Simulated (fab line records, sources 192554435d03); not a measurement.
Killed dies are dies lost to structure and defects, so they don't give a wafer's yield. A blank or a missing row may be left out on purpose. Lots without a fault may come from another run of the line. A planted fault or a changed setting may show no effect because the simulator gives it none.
One fault seen from 3 desks | flow n5_finfet | each desk has only its own numbers; what lay behind them comes last

THE TOOL OWNER'S DESK: cmp-04
The tool's own readings at N5_DUMMY_GATE_CMP_04 (polishes a-Si): means of the sampled wafers that have a number, for each lot that ran on this tool. A lot is out of limits, marked OUT, if its mean lies more than 4 standard deviations from the usual mean; the brackets give that distance.
Columns: A = motor_current_A at N5_DUMMY_GATE_CMP_04, usual 10.3 A; B = retaining_ring_pressure_frac at N5_DUMMY_GATE_CMP_04, usual 1.000; C = time_to_endpoint_s at N5_DUMMY_GATE_CMP_04, usual 14 s
lot  | first seen here | A    | B     | C
L340 | day 2 18:20     | 10.6 | 1.002 | 12
L349 | day 4 23:04     | 10.3 | 1.000 | 14
L358 | day 7 06:48     | 11.0 | 1.001 | 11
L360 | day 7 18:19     | 11.0 | 0.999 | 11
L363 | day 8 13:36     | 10.6 | 0.998 | 14
This desk's finding: nothing out of limits on any of the 5 lots.

THE DEFECT DESK
What the inspections along the route counted, lot by lot: means of the sampled wafers that have a number. A lot is out of limits, marked OUT, if its mean lies more than 4 standard deviations from the usual mean; the brackets give that distance.
Columns: A = raw_defect_count at N5_DUMMY_GATE_INSPECT_17, usual 191
lot  | first seen here | A
L340 | day 2 23:03     | 245
L342 | day 3 12:26     | 117
L349 | day 5 03:51     | 162
L354 | day 6 13:02     | 198
L357 | day 7 03:26     | 162
L358 | day 7 13:31     | 121
L360 | day 7 23:04     | 186
L361 | day 8 06:26     | 224
L363 | day 8 18:10     | 186
This desk's finding: nothing out of limits on any of the 9 lots.

THE METROLOGY DESK
What the gauges read, lot by lot, whatever tool the lot ran on: means of the sampled wafers that have a number. A lot is out of limits, marked OUT, if its mean lies more than 4 standard deviations from the usual mean; the brackets give that distance. Of its 14 readings 7 are shown: the one that was out of limits first, and those that lie furthest out on some lot.
Columns: A = thk_nm at N5_DUMMY_GATE_THK_MEAS_05, usual 72.2 nm; B = SDB_THK at N5_SDB_THK_MEAS_31, usual 64.4 nm; C = IOFF_P at N5_BEOL_M4_RC_MEAS_101, usual 0.21 nA/um; D = ION_P at N5_BEOL_M4_RC_MEAS_101, usual 463 uA/um; E = SS_N at N5_BEOL_M4_RC_MEAS_101, usual 71.4 mV/dec; F = VT_N at N5_BEOL_M4_RC_MEAS_101, usual 251 mV; G = VT_P at N5_BEOL_M4_RC_MEAS_101, usual -250 mV
lot  | first seen here | A               | B               | C    | D   | E    | F   | G
L340 | day 2 10:53     | 71.2            | 63.3            | 0.28 | 470 | 71.8 | 248 | -246
L342 | day 3 00:14     | 73.7            | 66.0            | 0.20 | 461 | 71.2 | 252 | -251
L349 | day 4 15:49     | 84.8 (+9.0) OUT | 76.9 (+9.0) OUT | 0.26 | 470 | 71.6 | 250 | -246
L354 | day 5 22:39     | 71.3            | 63.5            | 0.23 | 470 | 70.9 | 250 | -246
L357 | day 6 14:47     | 71.5            | 63.7            | 0.19 | 462 | 70.9 | 256 | -252
L358 | day 6 22:22     | 71.1            | 63.4            | 0.15 | 453 | 71.4 | 252 | -255
L360 | day 7 10:52     | 71.1            | 63.3            | 0.24 | 466 | 71.4 | 250 | -247
L361 | day 7 18:01     | 72.9            | 65.1            | 0.22 | 459 | 72.4 | 249 | -252
L363 | day 8 06:02     | 72.3            | 64.6            | 0.21 | 467 | 70.9 | 252 | -251
This desk's finding: out of limits on L349; first on L349, day 4 23:19 (thk_nm at N5_DUMMY_GATE_THK_MEAS_05). In limits: L340, L342, L354, L357, L358, L360, L361, L363.

PUT TOGETHER
The metrology desk could have raised an alarm at day 4 23:19, on L349.
The tool owner's desk saw nothing out of limits.
The defect desk saw nothing out of limits.
The tool owner's desk has L349 on record, within its limits.
The defect desk has L349 on record, within its limits.
Of the lots named, all ran N5_DUMMY_GATE_CMP_04 on cmp-04.

WHAT THE SIMULATOR HAD PUT IN
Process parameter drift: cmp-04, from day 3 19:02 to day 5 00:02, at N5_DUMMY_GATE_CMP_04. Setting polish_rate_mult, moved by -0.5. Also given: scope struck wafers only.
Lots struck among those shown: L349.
Hours from the fault's start to each desk's first reading out of limits: the metrology desk, 28.
